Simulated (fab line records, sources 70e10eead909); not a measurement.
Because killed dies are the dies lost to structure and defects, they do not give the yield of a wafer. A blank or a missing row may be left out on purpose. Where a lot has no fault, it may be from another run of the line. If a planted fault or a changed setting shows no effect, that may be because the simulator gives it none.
fab line records -- flow nandHarc
record: lots: 6, wafers: 18, lastDay: 24
route steps=1159 shown A_CONTACT@888 END@1159
lots that met no fault: taken from a fault-free run of the same line
startH: start of the lot's first displayed wafer, in hours after the record's first day -- waitH: hours from the lot's prior step to this one -- " repeats the value in the row above -- L1.1+2: a single row standing in for several wafers -- - value missing, or start not given -- * or withheld: withheld -- < > ~ a bound
route shown NAME@n: names a module that has steps shown in the file, with the first one's number in the route -- usual: mean/standard deviation of fault-free wafers -- same: alike in all rows -- chamber/n: place in a boat -- sites: per-site readings -- _std_site: standard deviation across them -- _edge_site: mean of outer sites minus mean of inner sites -- radiusMm: for every site, how far away it sits from the centre of the wafer -- mask NAME#n: copy n -- behind: the last tool/chamber to shape the wafer -- hold: cause of the lot's hold/its duration in hours/its outcome -- device: the n, p or np transistor that did not switch -- end of line: the route-end tests of the same wafers -- a step given without rows: its recipe and nothing more -- killed: at the first sort, the dies lost to defects and structure; wafer yield is something else -- map: dies across one wafer; x = killed, . = not, _ = none there
set.NAME: the setting that was run; set.NAME@STEP: the one run at that earlier step -- model.NAME: the simulator's own value behind a step, which no gauge read
lots seen at some steps along the route; tables by step, rows by wafer
services: a tool's chamber out of use, with start hour (startH, from the record's first day; less than 0 if before it), hours out, and reason
== steps ==
step: NHARC_A_CONTACT_COAT_61
recipe: tempC: 260, timeS: 75
step: NHARC_A_CONTACT_COAT_62
recipe: tempC: 225, timeS: 65
step: NHARC_A_CONTACT_COAT_63
recipe: spinRpm: 1500, resistThkNm: 90
step: NHARC_A_CONTACT_SOFTBAKE_64
recipe: tempC: 105, timeS: 55
step: NHARC_A_CONTACT_EBR_65
step: NHARC_A_CONTACT_EXPOSE_66
recipe: na: 1.35, sigmaOuter: 0.8, doseMj: 59.02, maskId: A_CC_2
step: NHARC_A_CONTACT_PEB_67
recipe: pebTempC: 100, pebTimeS: 65
step: NHARC_A_CONTACT_DEVELOP_68
recipe: developTimeS: 35, devTempC: 23
step: NHARC_A_CONTACT_CD_MEAS_69
recipe: targetCdNm: 200, landingEnergyEv: 500
usual: cdNm: 200.1/0.84
lot.wafer,tool,chamber,startH,waitH,cdNm
L706.2,cdSem-01,0,391.38,-,198.9
L706.3,cdSem-01,0,391.38,-,198.9
L706.5,cdSem-01,0,391.38,-,199.9
L707.2,cdSem-02,0,395.07,-,201.5
L707.3,cdSem-02,0,395.07,-,200.6
L707.4,cdSem-02,0,395.07,-,200.7
L715.3,cdSem-02,0,453.80,-,200.9
L715.4,cdSem-02,0,453.80,-,200.6
L715.6,cdSem-02,0,453.80,-,200.1
L714.4,cdSem-01,0,464.57,-,198.6
L714.5,cdSem-01,0,464.57,-,198.5
L714.6,cdSem-01,0,464.57,-,200.2
L721.1,cdSem-01,0,482.23,-,200.8
L721.2,cdSem-01,0,482.23,-,201.0
L721.5,cdSem-01,0,482.23,-,200.3
L724.2,cdSem-01,0,498.09,-,199.5
L724.4,cdSem-01,0,498.09,-,199.9
L724.5,cdSem-01,0,498.09,-,200.5
step: NHARC_A_CONTACT_OVL_MEAS_70
usual: overlayXNm: -0.1/0.95, overlayYNm: -0.3/0.66
lot.wafer,tool,chamber,startH,waitH,overlayXNm,overlayYNm
L706.2,overlay-02,-,391.47,-,0.9,-1.2
L706.3,overlay-02,-,391.47,-,0.5,-1.0
L706.5,overlay-02,-,391.47,-,0.8,-1.2
L707.2,overlay-01,-,395.15,-,1.3,0.3
L707.3,overlay-01,-,395.15,-,1.4,0.2
L707.4,overlay-01,-,395.15,-,1.5,0.4
L715.3,overlay-02,-,453.89,-,-1.1,-1.2
L715.4,overlay-02,-,453.89,-,-1.0,-1.4
L715.6,overlay-02,-,453.89,-,-1.3,-1.7
L714.4,overlay-01,-,464.65,-,-1.0,-0.2
L714.5,overlay-01,-,464.65,-,-0.8,-0.2
L714.6,overlay-01,-,464.65,-,-0.6,0.2
L721.1,overlay-01,-,482.32,-,-0.7,-0.3
L721.2,overlay-01,-,482.32,-,-0.8,-0.9
L721.5,overlay-01,-,482.32,-,-1.5,-0.7
L724.2,overlay-02,-,498.18,-,1.3,-0.4
L724.4,overlay-02,-,498.18,-,1.1,-0.5
L724.5,overlay-02,-,498.18,-,1.2,-0.7
step: NHARC_A_CONTACT_INSPECT_71
usual: rawDefectCount: 28/13
lot.wafer,tool,chamber,startH,waitH,rawDefectCount
L706.2,defectInspect-01,-,391.50,0.0,29
L706.3,defectInspect-01,-,391.50,0.0,18
L706.5,defectInspect-01,-,391.50,0.0,32
L707.2,defectInspect-01,-,395.19,0.0,13
L707.3,defectInspect-01,-,395.19,0.0,16
L707.4,defectInspect-01,-,395.19,0.0,10
L715.3,defectInspect-02,-,453.92,0.0,30
L715.4,defectInspect-02,-,453.92,0.0,36
L715.6,defectInspect-02,-,453.92,0.0,29
L714.4,defectInspect-01,-,464.69,0.0,10
L714.5,defectInspect-01,-,464.69,0.0,10
L714.6,defectInspect-01,-,464.69,0.0,12
L721.1,defectInspect-02,-,482.36,0.0,19
L721.2,defectInspect-02,-,482.36,0.0,18
L721.5,defectInspect-02,-,482.36,0.0,19
L724.2,defectInspect-02,-,498.22,0.0,39
L724.4,defectInspect-02,-,498.22,0.0,49
L724.5,defectInspect-02,-,498.22,0.0,26
step: NHARC_A_CONTACT_DESCUM_74
recipe: timeS: 3, o2FlowSccm: 200, arFlowSccm: 0, biasPowerW: 0, chemistry: O2
usual: drypumpMotorCurrentA: 5.7/0.54, oesProductAu: 0.997/0.013, rfVppV: 57.9/0.89, showerheadPlenumPTorr: 1.94/0.065, throttleValvePct: 11.310/0.01
lot.wafer,tool,chamber,startH,waitH,drypumpMotorCurrentA,oesProductAu,rfHoursCounterH,rfVppV,showerheadPlenumPTorr,throttleValvePct
L706.2,rieDiel-04,1,391.56,0.1,5.1,0.966,14,57.5,1.90,11.298
L706.3,rieDiel-04,3,391.56,0.1,5.4,1.011,15,57.0,2.01,11.288
L706.5,rieDiel-04,2,391.56,0.1,5.8,1.013,-,57.4,1.97,11.306
L707.2,rieDiel-05,3,395.28,0.1,6.3,0.985,17,58.3,1.86,11.311
L707.4,rieDiel-05,0,395.28,0.1,6.3,0.984,18,57.6,1.87,11.300
L707.3,rieDiel-05,1,395.28,0.1,5.2,0.984,16,56.7,2.05,11.325
L715.3,rieDiel-04,1,453.98,0.1,5.0,0.981,25,56.9,1.90,11.334
L715.6,rieDiel-04,1,453.98,0.1,5.0,0.983,-,57.8,1.90,11.312
L715.4,rieDiel-04,2,453.98,0.1,5.8,1.009,-,58.9,1.96,11.317
L714.4,rieDiel-04,0,464.76,0.1,5.9,1.008,27,57.5,1.88,11.319
L714.6,rieDiel-04,3,464.76,0.1,5.4,1.007,-,58.6,2.00,11.309
L714.5,rieDiel-04,0,464.76,0.1,5.9,1.016,-,57.3,1.88,11.327
L721.1,rieDiel-05,1,482.43,0.1,5.3,0.996,49,60.3,2.04,11.299
L721.2,rieDiel-05,3,482.43,0.1,6.3,1.015,52,57.9,1.85,11.308
L721.5,rieDiel-05,0,482.43,0.1,6.3,0.978,-,57.5,1.86,11.308
L724.2,rieDiel-07,2,498.28,0.1,6.6,0.996,32,55.0,1.86,11.310
L724.4,rieDiel-07,0,498.28,0.1,5.1,0.987,30,58.5,2.04,11.303
L724.5,rieDiel-07,3,498.28,0.1,5.1,0.986,-,58.8,1.91,11.307
step: NHARC_A_CONTACT_ETCH_75
recipe: targetDepthA: 390, overEtchFrac: 0.3, timeS: 65, ionEnergyEv: 80, cf4FlowSccm: 150, arFlowSccm: 0, rfW: 300, biasW: 100, chemistry: CF4
usual: drypumpMotorCurrentA: 5.7/0.55, oesProductAu: 0.995/0.013, rfVppV: 151.4/1.1, runLengthS: 86.3/0.35, showerheadPlenumPTorr: 1.78/0.054, throttleValvePct: 13.284/0.0092
lot.wafer,tool,chamber,startH,waitH,drypumpMotorCurrentA,oesProductAu,rfHoursCounterH,rfVppV,runLengthS,showerheadPlenumPTorr,throttleValvePct
L706.3,rieDiel-04,0,391.65,0.1,5.9,1.015,13,151.2,86.4,1.75,13.297
L706.2,rieDiel-04,3,391.65,0.1,5.4,1.021,15,152.9,86.6,1.85,13.270
L706.5,rieDiel-04,0,391.65,0.1,5.9,1.004,-,149.8,85.8,1.75,13.286
L707.2,rieDiel-05,0,395.83,0.6,6.3,0.993,18,151.1,86.5,1.73,13.289
L707.4,rieDiel-05,2,395.83,0.6,6.3,1.003,17,151.2,86.8,1.80,13.260
L707.3,rieDiel-05,3,395.83,0.6,6.3,0.988,18,150.6,86.3,1.72,13.289
L715.3,rieDiel-04,2,454.08,0.1,5.8,1.011,25,152.2,70.0,1.81,13.273
L715.6,rieDiel-04,2,454.08,0.1,5.8,1.010,-,152.0,69.6,1.81,13.279
L715.4,rieDiel-04,3,454.08,0.1,5.4,1.017,-,152.5,70.7,1.85,13.302
L714.4,rieDiel-04,3,465.23,0.5,5.4,0.994,30,152.2,70.3,1.85,13.280
L714.5,rieDiel-04,0,465.23,0.5,6.0,1.007,-,150.7,70.2,1.74,13.280
L714.6,rieDiel-04,1,465.23,0.5,5.1,0.974,-,150.1,69.9,1.75,13.285
L721.1,rieDiel-05,0,482.51,0.1,6.3,0.994,53,150.2,87.1,1.72,13.290
L721.2,rieDiel-05,3,482.51,0.1,6.3,1.009,52,151.5,86.3,1.71,13.291
L721.5,rieDiel-05,1,482.51,0.1,5.3,0.998,-,152.9,86.5,1.88,13.273
L724.2,rieDiel-07,2,498.36,0.1,6.5,0.991,32,150.2,86.0,1.73,13.299
L724.4,rieDiel-07,0,498.36,0.1,5.1,0.983,30,152.2,86.0,1.88,13.287
L724.5,rieDiel-07,2,498.36,0.1,6.6,0.992,-,151.2,85.6,1.73,13.278
step: NHARC_A_CONTACT_ETCH_76
recipe: targetDepthA: 2600, overEtchFrac: 0.3, timeS: 475.3, ionEnergyEv: 200, n2FlowSccm: 150, h2FlowSccm: 150, arFlowSccm: 0, rfW: 400, biasW: 150, chemistry: N2/H2
usual: drypumpMotorCurrentA: 5.7/0.55, oesProductAu: 0.998/0.013, rfVppV: 431.3/2.2, runLengthS: 496.6/0.36, showerheadPlenumPTorr: 2.06/0.07, throttleValvePct: 14.170/0.0084
lot.wafer,tool,chamber,startH,waitH,drypumpMotorCurrentA,oesProductAu,rfHoursCounterH,rfVppV,runLengthS,showerheadPlenumPTorr,throttleValvePct
L706.3,rieDiel-04,1,-,-,5.0,0.971,14,431.0,496.5,2.02,14.171
L706.2,rieDiel-04,0,-,-,6.0,1.013,14,429.3,496.2,2.01,14.175
L706.5,rieDiel-04,2,-,-,5.8,1.011,-,432.4,496.1,2.10,14.174
L707.4,rieDiel-05,3,-,-,6.3,0.991,18,429.7,496.6,1.98,14.174
L707.2,rieDiel-05,0,-,-,6.3,0.992,18,428.8,497.0,1.99,14.171
L707.3,rieDiel-05,1,-,-,5.2,0.980,16,435.9,496.5,2.19,14.163
L715.3,rieDiel-04,3,-,-,5.4,1.006,26,433.4,497.3,2.14,14.175
L715.4,rieDiel-04,1,-,-,5.1,0.968,-,429.5,496.6,2.02,14.166
L715.6,rieDiel-04,2,-,-,5.8,1.001,-,432.8,496.4,2.09,14.172
L714.4,rieDiel-04,3,-,-,5.5,1.010,31,433.6,496.7,2.14,14.169
L714.5,rieDiel-04,2,-,-,5.8,1.007,-,432.5,496.5,2.09,14.161
L714.6,rieDiel-04,3,-,-,5.5,1.013,-,432.7,497.1,2.14,14.162
L721.1,rieDiel-05,1,-,-,5.2,0.995,49,434.1,496.4,2.18,14.175
L721.2,rieDiel-05,0,-,-,6.3,0.994,53,429.7,497.2,1.98,14.169
L721.5,rieDiel-05,1,-,-,5.3,0.983,-,435.1,497.2,2.18,14.168
L724.2,rieDiel-07,0,-,-,5.1,0.970,30,433.9,496.3,2.18,14.168
L724.4,rieDiel-07,2,-,-,6.6,0.987,32,428.2,496.2,1.99,14.162
L724.5,rieDiel-07,0,-,-,5.1,0.981,-,435.2,496.4,2.18,14.177
step: NHARC_END_SORT_01
recipe: tempC: 25
usual: killedAtArray: 28/10, killedAtOther: 0.6/1.1, killedAtPeriphery: 3.6/2.6, killedDies: 32/10, killedOpen: 3.3/1.8, killedShort: 1.9/1.4
same: grossDies: 677
lot.wafer,tool,chamber,startH,waitH,killedAtArray,killedAtOther,killedAtPeriphery,killedDies,killedOpen,killedShort
L715.3,prober-02,0,515.35,3.1,114,2,2,118,2,0
L715.4,prober-02,0,516.16,3.4,50,0,4,54,1,2
L715.6,prober-02,0,517.77,4.0,52,1,6,59,2,2
L714.4,prober-01,0,536.72,3.4,59,0,2,61,1,2
L714.5,prober-01,0,537.53,3.7,20,1,2,23,2,2
L714.6,prober-01,0,538.33,4.0,25,1,3,29,5,1
killed by level:class
L715.3 A_CONTACT:areaEtch=86 A_CHANNEL_HOLE_D1:chamberFilmFlake=21 A_STAIRCASE:chamberFilmFlake=3 P_GATE:chamberFilmFlake=2 THIN_TSV:chamberFilmFlake=2 A_WL_FILL:geometricParticle:open=1 A_M0:geometricParticle:open=1 A_CHANNEL_FILL_D1:chamberFilmFlake=1
L715.4 A_CONTACT:areaEtch=20 A_CHANNEL_HOLE_D1:chamberFilmFlake=19 P_GATE:chamberFilmFlake=4 A_CHANNEL_FILL_D1:chamberFilmFlake=3 A_STAIRCASE:chamberFilmFlake=2 A_CONTACT:chamberFilmFlake=2 A_SOURCE_PLATE:geometricParticle:short=1 A_ONON_D1:geometricParticle:short=1
L715.6 A_CHANNEL_HOLE_D1:chamberFilmFlake=24 A_CONTACT:areaEtch=24 P_CONTACT:geometricParticle:short=2 P_GATE:chamberFilmFlake=2 P_M1:geometricParticle:open=1 A_CONTACT:geometricParticle:open=1 P_BONDPAD:chamberFilmFlake=1 A_CHANNEL_FILL_D1:chamberFilmFlake=1
L714.4 A_CONTACT:areaEtch=48 A_CHANNEL_HOLE_D1:chamberFilmFlake=5 A_CONTACT:chamberFilmFlake=3 P_CONTACT:geometricParticle:open=1 A_CHANNEL_HOLE_D1:geometricParticle:short=1 A_CONTACT:geometricParticle:short=1 P_ZERO_WELL:chamberFilmFlake=1 A_ZERO_WELL:chamberFilmFlake=1
L714.5 A_CONTACT:areaEtch=8 A_CHANNEL_HOLE_D1:chamberFilmFlake=7 P_CONTACT:geometricParticle:open=1 A_ONON_D1:geometricParticle:open=1 A_CHANNEL_FILL_D1:geometricParticle:short=1 A_M0:geometricParticle:short=1 P_ZERO_WELL:chamberFilmFlake=1 A_ZERO_WELL:chamberFilmFlake=1
L714.6 A_CONTACT:areaEtch=8 A_CHANNEL_HOLE_D1:chamberFilmFlake=4 A_STAIRCASE:chamberFilmFlake=3 A_CONTACT:chamberFilmFlake=3 P_CONTACT:geometricParticle:open=2 A_CHANNEL_FILL_D1:geometricParticle:open=2 A_SLIT:chamberFilmFlake=2 A_BLC:geometricParticle:open=1
== services ==
tool,chamber,startH,hours,kind
rieDiel-04,0,371.71,-,clean
rieDiel-04,1,371.71,-,clean
rieDiel-04,2,371.71,-,clean
rieDiel-04,3,371.71,-,clean
rieDiel-07,3,379.10,4.6,repair
rieDiel-05,3,379.32,4.2,repair
rieDiel-04,0,396.21,-,clean
rieDiel-04,1,396.21,-,clean
rieDiel-04,2,396.21,-,clean
rieDiel-04,3,396.21,-,clean
rieDiel-07,-,406.34,9.0,pm
rieDiel-04,0,420.79,-,clean
rieDiel-04,1,420.79,-,clean
rieDiel-04,2,420.79,-,clean
rieDiel-04,3,420.79,-,clean
rieDiel-04,0,445.29,-,clean
rieDiel-04,1,445.29,-,clean
rieDiel-04,2,445.29,-,clean
rieDiel-04,3,445.29,-,clean
rieDiel-04,0,449.74,7.2,repair
rieDiel-04,-,466.09,9.0,pm
rieDiel-04,0,466.09,9.0,ventCycle
rieDiel-04,1,466.09,9.0,ventCycle
rieDiel-07,-,485.60,0.7,repair
== key ==
firstSign: step: NHARC_A_CONTACT_ETCH_75, reading: runLengthS, direction: down, sigmas: 46, usual: *, struck: *
effect: step: NHARC_END_SORT_01, reading: killedAtArray, direction: up, sigmas: 2.5, usual: 28, struck: 53, wafersMoved: 3
moreKillsBornAt: NHARC_A_CONTACT_ETCH_75@rieDiel-04: 194
metAt NHARC_A_CONTACT_ETCH_75
struckWafers L714.4,L714.5,L714.6,L715.3,L715.4,L715.6
testerLeftOut L714,L715
onsetBetween 391.65 454.08
fault: kind: processParameterDrift, tool: rieDiel-04, chamber: -, onsetH: 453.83, steps: NHARC_A_CONTACT_ETCH_75, channel: timeS, offset: *, shape: step, endH: 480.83, actsIn: *, stated: *
testerLeftOut: of these lots the tester's yield and bins aren't shown, on N5 and GAA mostly nor the transistor test; their killed dies are dies lost to structure and defects alone, not to doping, threshold or leakage, so they don't give the yield
